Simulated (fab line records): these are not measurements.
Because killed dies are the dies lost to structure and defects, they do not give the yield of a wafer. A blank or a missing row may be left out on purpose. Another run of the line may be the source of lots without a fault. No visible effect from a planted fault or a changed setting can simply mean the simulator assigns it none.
Which tool is to blame? :: flow nand-harc :: 36 wafers from 12 lots sampled at 5 of the route's 1159 steps

WHAT THE GAUGES SHOWED, per wafer
NHARC_THIN_TSV_CD_MEAS_33 targets a cd of 5000 nm. Usual: cd-nm 5000.6 nm, standard deviation 2.1.
lot: L632
measured: day 19 08:17
on: cd-sem-02
cd-nm (nm): 5004.3 4998.8 5001.9
flag: 

lot: L634
measured: day 19 06:59
on: cd-sem-03
cd-nm (nm): 5002.3 5004.7 5000.0
flag: 

lot: L633
measured: day 19 09:19
on: cd-sem-02
cd-nm (nm): 4999.6 4995.9 4997.0
flag: 

lot: L631
measured: day 19 13:35
on: cd-sem-01
cd-nm (nm): 4998.8 5001.8 5002.8
flag: 

lot: L636
measured: day 20 05:29
on: cd-sem-02
cd-nm (nm): 5001.1 5001.9 4998.0
flag: 

lot: L635
measured: day 20 10:32
on: cd-sem-03
cd-nm (nm): 5002.0 5001.8 5000.2
flag: 

lot: L638
measured: day 20 11:52
on: cd-sem-01
cd-nm (nm): 4998.1 5000.2 4997.0
flag: 

lot: L637
measured: day 21 07:27
on: cd-sem-01
cd-nm (nm): 5000.8 4999.1 4997.7
flag: 

lot: L639
measured: day 21 08:25
on: cd-sem-02
cd-nm (nm): 4997.1 4998.5 4997.3
flag: 

lot: L647
measured: day 24 00:00
on: cd-sem-03
cd-nm (nm): 5000.9 4997.7 4998.2
flag: 

lot: L650
measured: day 24 07:00
on: cd-sem-03
cd-nm (nm): 5003.0 5002.5 5001.3
flag: 

lot: L652
measured: day 24 16:17
on: cd-sem-01
cd-nm (nm): 4998.0 4997.8 4998.1
flag: 

NHARC_END_SORT_01. Usual: defect-limited-yield 95.7 %, standard deviation 1.4; killed-at-array 25, standard deviation 9.2; killed-at-other 0.9, standard deviation 1.3; killed-at-periphery 3.3, standard deviation 2.3; killed-dies 29, standard deviation 9.6; killed-open 3.2, standard deviation 1.8; killed-short 2, standard deviation 1.4; sort_bin_2_pct 1.3 %, standard deviation 0.65; sort_bin_3_pct 0.25 %, standard deviation 0.21; sort_bin_4_pct 2.8 %, standard deviation 0.9; sort-n-pass 648, standard deviation 9.6; sort-rim-yield-pct 94 %, standard deviation 3; sort-yield-pct 95.7 %, standard deviation 1.4.
lot: L638
measured: day 20 22:08
on: prober-02
defect-limited-yield (%): 91.4 94.1 95.1
killed-at-array: 50 36 28
killed-at-other: 3 1 2
killed-at-periphery: 5 3 3
killed-dies: 58 40 33
killed-open: 7 4 1
killed-short: 1 0 3
sort_bin_2_pct (%): 3.2 1.9 1.0
sort_bin_3_pct (%): 0 0.74 0.74
sort_bin_4_pct (%): 5.3 3.2 3.1
sort-n-pass: 619 637 644
sort-rim-yield-pct (%): 87 90 92
sort-yield-pct (%): 91.4 94.1 95.1
flag: 

lot: L637
measured: day 21 17:50
on: prober-01
defect-limited-yield (%): 86.4 95.4 96.8
killed-at-array: 23 24 21
killed-at-other: 64 0 0
killed-at-periphery: 5 7 1
killed-dies: 92 31 22
killed-open: 4 6 3
killed-short: 2 2 1
sort_bin_2_pct (%): 4.9 1.6 0.4
sort_bin_3_pct (%): 3.55 0.30 0.44
sort_bin_4_pct (%): 5.2 2.7 2.4
sort-n-pass: 585 646 655
sort-rim-yield-pct (%): 83 92 94
sort-yield-pct (%): 86.4 95.4 96.8
flag: OFF

lot: L639
measured: day 21 18:38
on: prober-02
defect-limited-yield (%): 86.1 96.0 96.3
killed-at-array: 27 23 23
killed-at-other: 64 1 0
killed-at-periphery: 3 3 2
killed-dies: 94 27 25
killed-open: 3 2 4
killed-short: 3 1 1
sort_bin_2_pct (%): 5.3 1.2 0.9
sort_bin_3_pct (%): 3.40 0.30 0.30
sort_bin_4_pct (%): 5.2 2.5 2.5
sort-n-pass: 583 650 652
sort-rim-yield-pct (%): 80 96 94
sort-yield-pct (%): 86.1 96.0 96.3
flag: OFF

EACH LOT AND THE TOOL THAT RAN IT (in order: tool; ch and the chambers of the sampled wafers; start)
lot: L632
NHARC_A_BONDPAD_ETCH_24: rie-diel-06 ch 1,2, day 18 09:38
NHARC_A_BONDPAD_CMP_19: cmp-01 ch 0,1,2, day 18 11:16
NHARC_THIN_TSV_DEP_43: pecvd-03 ch 1,2, day 19 01:22

lot: L634
NHARC_A_BONDPAD_ETCH_24: rie-diel-03 ch 0,1,3, day 18 10:20
NHARC_A_BONDPAD_CMP_19: cmp-01 ch 1,2,3, day 18 11:51
NHARC_THIN_TSV_DEP_43: pecvd-03 ch 0,1, day 19 00:13

lot: L633
NHARC_A_BONDPAD_ETCH_24: rie-diel-03 ch 1,2,3, day 18 15:29 or earlier
NHARC_A_BONDPAD_CMP_19: cmp-04 ch 0,2, day 18 15:29
NHARC_THIN_TSV_DEP_43: pecvd-02 ch 0,2, day 19 02:37

lot: L631
NHARC_A_BONDPAD_ETCH_24: rie-diel-05 ch 0,1, day 18 15:52 or earlier
NHARC_A_BONDPAD_CMP_19: cmp-01 ch 0,2,3, day 18 15:52
NHARC_THIN_TSV_DEP_43: pecvd-04 ch 0,1,2, day 19 06:53

lot: L636
NHARC_A_BONDPAD_ETCH_24: rie-diel-06 ch 1,2,3, day 19 09:12 or earlier
NHARC_A_BONDPAD_CMP_19: cmp-04 ch 0,1,3, day 19 09:12
NHARC_THIN_TSV_DEP_43: pecvd-04 ch 0,1,2, day 19 22:08

lot: L635
NHARC_A_BONDPAD_ETCH_24: rie-diel-03 ch 0,2,3, day 19 15:14 or earlier
NHARC_A_BONDPAD_CMP_19: cmp-04 ch 1,2,3, day 19 15:14
NHARC_THIN_TSV_DEP_43: pecvd-03 ch 1,2, day 20 03:54

lot: L638
NHARC_A_BONDPAD_ETCH_24: rie-diel-03 ch 0,2,3, day 19 19:19 or earlier
NHARC_A_BONDPAD_CMP_19: cmp-01 ch 1,2,3, day 19 19:19
NHARC_THIN_TSV_DEP_43: pecvd-04 ch 0,1,2, day 20 05:05

lot: L637
NHARC_A_BONDPAD_ETCH_24: rie-diel-06 ch 0,2,3, day 20 09:20 or earlier
NHARC_A_BONDPAD_CMP_19: cmp-01 ch 0,2,3, day 20 09:20
NHARC_THIN_TSV_DEP_43: pecvd-04 ch 0,1,2, day 21 00:41

lot: L639
NHARC_A_BONDPAD_ETCH_24: rie-diel-03 ch 0,1,3, day 20 13:14 or earlier
NHARC_A_BONDPAD_CMP_19: cmp-02 ch 1,2,3, day 20 13:14
NHARC_THIN_TSV_DEP_43: pecvd-04 ch 0,1, day 21 01:47

lot: L647
NHARC_A_BONDPAD_ETCH_24: rie-diel-03 ch 0,1, day 23 04:47 or earlier
NHARC_A_BONDPAD_CMP_19: cmp-01 ch 0,3, day 23 04:47
NHARC_THIN_TSV_DEP_43: pecvd-03 ch 0,2, day 23 17:14

lot: L650
NHARC_A_BONDPAD_ETCH_24: rie-diel-06 ch 1,2,3, day 23 09:23 or earlier
NHARC_A_BONDPAD_CMP_19: cmp-01 ch 0,1,2, day 23 09:23
NHARC_THIN_TSV_DEP_43: pecvd-03 ch 1,2, day 23 23:26

lot: L652
NHARC_A_BONDPAD_ETCH_24: rie-diel-03 ch 1,3, day 23 20:59 or earlier
NHARC_A_BONDPAD_CMP_19: cmp-01 ch 0,3, day 23 20:59
NHARC_THIN_TSV_DEP_43: pecvd-02 ch 0,1, day 24 09:29
- NHARC_A_BONDPAD_ETCH_24: etches the open film in CF4/N2, target depth 30 nm, time 72.99 s.
- NHARC_A_BONDPAD_CMP_19: polishes, t overpolish 30 s, cu recess touch 16 s, target thk 169.8 nm.
- NHARC_THIN_TSV_DEP_43: deposits SiO2, target thk 1328.5 nm.

WHAT THE TOOLS THEMSELVES READ (means of the sampled wafers that have a number; where no wafer has one, the mark that the record gives instead)
NHARC_A_BONDPAD_ETCH_24. Usual: drypump-motor-current-A 5.6 A, standard deviation 0.46; oes-product-au 0.996 a.u., standard deviation 0.0096; rf-vpp-V 313.7 V, standard deviation 2.4; showerhead-plenum-p-Torr 2.60 Torr, standard deviation 0.13; throttle-valve-pct 19.793 %, standard deviation 0.009.
lot: L632
tool: rie-diel-06
drypump-motor-current-A (A): 5.2
oes-product-au (a.u.): 1.003
rf-vpp-V (V): 311.4
showerhead-plenum-p-Torr (Torr): 2.46
throttle-valve-pct (%): 19.796
flag: 

lot: L634
tool: rie-diel-03
drypump-motor-current-A (A): 5.8
oes-product-au (a.u.): 0.983
rf-vpp-V (V): 314.2
showerhead-plenum-p-Torr (Torr): 2.64
throttle-valve-pct (%): 19.797
flag: 

lot: L633
tool: rie-diel-03
drypump-motor-current-A (A): 5.8
oes-product-au (a.u.): 0.992
rf-vpp-V (V): 315.6
showerhead-plenum-p-Torr (Torr): 2.69
throttle-valve-pct (%): 19.795
flag: 

lot: L631
tool: rie-diel-05
drypump-motor-current-A (A): 5.8
oes-product-au (a.u.): 1.003
rf-vpp-V (V): 313.3
showerhead-plenum-p-Torr (Torr): 2.54
throttle-valve-pct (%): 19.794
flag: 

lot: L636
tool: rie-diel-06
drypump-motor-current-A (A): 5.5
oes-product-au (a.u.): 0.996
rf-vpp-V (V): 313.2
showerhead-plenum-p-Torr (Torr): 2.54
throttle-valve-pct (%): 19.798
flag: 

lot: L635
tool: rie-diel-03
drypump-motor-current-A (A): 5.5
oes-product-au (a.u.): 0.991
rf-vpp-V (V): 315.7
showerhead-plenum-p-Torr (Torr): 2.74
throttle-valve-pct (%): 19.790
flag: 

lot: L638
tool: rie-diel-03
drypump-motor-current-A (A): 5.5
oes-product-au (a.u.): 0.996
rf-vpp-V (V): 316.1
showerhead-plenum-p-Torr (Torr): 2.74
throttle-valve-pct (%): 19.798
flag: 

lot: L637
tool: rie-diel-06
drypump-motor-current-A (A): 5.7
oes-product-au (a.u.): 0.997
rf-vpp-V (V): 314.7
showerhead-plenum-p-Torr (Torr): 2.60
throttle-valve-pct (%): 19.793
flag: 

lot: L639
tool: rie-diel-03
drypump-motor-current-A (A): 5.8
oes-product-au (a.u.): 0.988
rf-vpp-V (V): 314.0
showerhead-plenum-p-Torr (Torr): 2.63
throttle-valve-pct (%): 19.795
flag: 

lot: L647
tool: rie-diel-03
drypump-motor-current-A (A): 6.1
oes-product-au (a.u.): 0.984
rf-vpp-V (V): 312.4
showerhead-plenum-p-Torr (Torr): 2.51
throttle-valve-pct (%): 19.789
flag: 

lot: L650
tool: rie-diel-06
drypump-motor-current-A (A): 5.5
oes-product-au (a.u.): 0.993
rf-vpp-V (V): 312.4
showerhead-plenum-p-Torr (Torr): 2.54
throttle-valve-pct (%): 19.790
flag: 

lot: L652
tool: rie-diel-03
drypump-motor-current-A (A): 5.7
oes-product-au (a.u.): 1.003
rf-vpp-V (V): 316.5
showerhead-plenum-p-Torr (Torr): 2.70
throttle-valve-pct (%): 19.788
flag: 

NHARC_A_BONDPAD_CMP_19. Usual: motor-current-A 12.3 A, standard deviation 0.92; overpolish-run-s 30.000 s, standard deviation 0.0091; pad-life-wafers 256, standard deviation 130.
lot: L632
tool: cmp-01
motor-current-A (A): 11.7
overpolish-run-s (s): 30.005
pad-life-wafers: 218
flag: 

lot: L634
tool: cmp-01
motor-current-A (A): 12.5
overpolish-run-s (s): 30.012
pad-life-wafers: 224
flag: 

lot: L633
tool: cmp-04
motor-current-A (A): 12.0
overpolish-run-s (s): 30.001
pad-life-wafers: 110
flag: 

lot: L631
tool: cmp-01
motor-current-A (A): 12.4
overpolish-run-s (s): 29.996
pad-life-wafers: 248
flag: 

lot: L636
tool: cmp-04
motor-current-A (A): 12.8
overpolish-run-s (s): 30.007
pad-life-wafers: 200
flag: 

lot: L635
tool: cmp-04
motor-current-A (A): 12.3
overpolish-run-s (s): 29.998
pad-life-wafers: 235
flag: 

lot: L638
tool: cmp-01
motor-current-A (A): 12.4
overpolish-run-s (s): 29.991
pad-life-wafers: 416
flag: 

lot: L637
tool: cmp-01
motor-current-A (A): 12.6
overpolish-run-s (s): 29.994
pad-life-wafers: 487
flag: 

lot: L639
tool: cmp-02
motor-current-A (A): 11.0
overpolish-run-s (s): 29.998
pad-life-wafers: 242
flag: 

lot: L647
tool: cmp-01
motor-current-A (A): 12.7
overpolish-run-s (s): 30.001
pad-life-wafers: 336
flag: 

lot: L650
tool: cmp-01
motor-current-A (A): 12.0
overpolish-run-s (s): 30.007
pad-life-wafers: 374
flag: 

lot: L652
tool: cmp-01
motor-current-A (A): 12.2
overpolish-run-s (s): 30.002
pad-life-wafers: 438
flag: 

NHARC_THIN_TSV_DEP_43. Usual: flow-sccm 2650 sccm, standard deviation 8.1; throttle-valve-pct 16.1 %, standard deviation 0.41.
lot: L632
tool: pecvd-03
flow-sccm (sccm): 2650
throttle-valve-pct (%): 16.2
flag: 

lot: L634
tool: pecvd-03
flow-sccm (sccm): 2644
throttle-valve-pct (%): 16.4
flag: 

lot: L633
tool: pecvd-02
flow-sccm (sccm): 2646
throttle-valve-pct (%): 16.6
flag: 

lot: L631
tool: pecvd-04
flow-sccm (sccm): 2642
throttle-valve-pct (%): 16.1
flag: 

lot: L636
tool: pecvd-04
flow-sccm (sccm): 2652
throttle-valve-pct (%): 15.9
flag: 

lot: L635
tool: pecvd-03
flow-sccm (sccm): 2657
throttle-valve-pct (%): 16.2
flag: 

lot: L638
tool: pecvd-04
flow-sccm (sccm): 2645
throttle-valve-pct (%): 15.9
flag: 

lot: L637
tool: pecvd-04
flow-sccm (sccm): 2647
throttle-valve-pct (%): 15.9
flag: 

lot: L639
tool: pecvd-04
flow-sccm (sccm): 2648
throttle-valve-pct (%): 15.6
flag: 

lot: L647
tool: pecvd-03
flow-sccm (sccm): 2655
throttle-valve-pct (%): 16.1
flag: 

lot: L650
tool: pecvd-03
flow-sccm (sccm): 2649
throttle-valve-pct (%): 16.1
flag: 

lot: L652
tool: pecvd-02
flow-sccm (sccm): 2655
throttle-valve-pct (%): 16.0
flag: 

THE ANSWER, worked out from the rows above alone
Rule: a lot counts as off when the mean over its wafers that have a number is more than 3 standard deviations away from the usual mean. Also off: a lot with no number at a reading for which 4 or more lots have one. Where the step has rows for the other lots, those lots are counted as sound. First the gauges in route order, then the tools' own readings, where a lot's mean is used as printed above. The first step at which some lot is off is used, and at that step the reading that is off furthest; a lot without a number counts as furthest.
Off: L637, L639, at NHARC_END_SORT_01 (killed-at-other). Neither off nor sound, because the step has no rows for them: L632, L634, L633, L631, L636, L635, L647, L650, L652.
If a tool, at a process step before that reading, ran all the lots that are off and no sound lot after the first of them, it fits. Those tools and the gauges at NHARC_END_SORT_01 are tried in the same way. With no start given for some of its lots, NHARC_A_BONDPAD_ETCH_24 uses the hours and lot order of NHARC_A_BONDPAD_CMP_19. One fits: pecvd-04 at NHARC_THIN_TSV_DEP_43. A fault onset in the window from L638 (day 20 05:05, its last sound lot) to L637 (day 21 00:41, its first lot off) fits.

WHAT THE SIMULATOR HAD PUT IN
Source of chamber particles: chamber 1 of pecvd-04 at NHARC_THIN_TSV_DEP_43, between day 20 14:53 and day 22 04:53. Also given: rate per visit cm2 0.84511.
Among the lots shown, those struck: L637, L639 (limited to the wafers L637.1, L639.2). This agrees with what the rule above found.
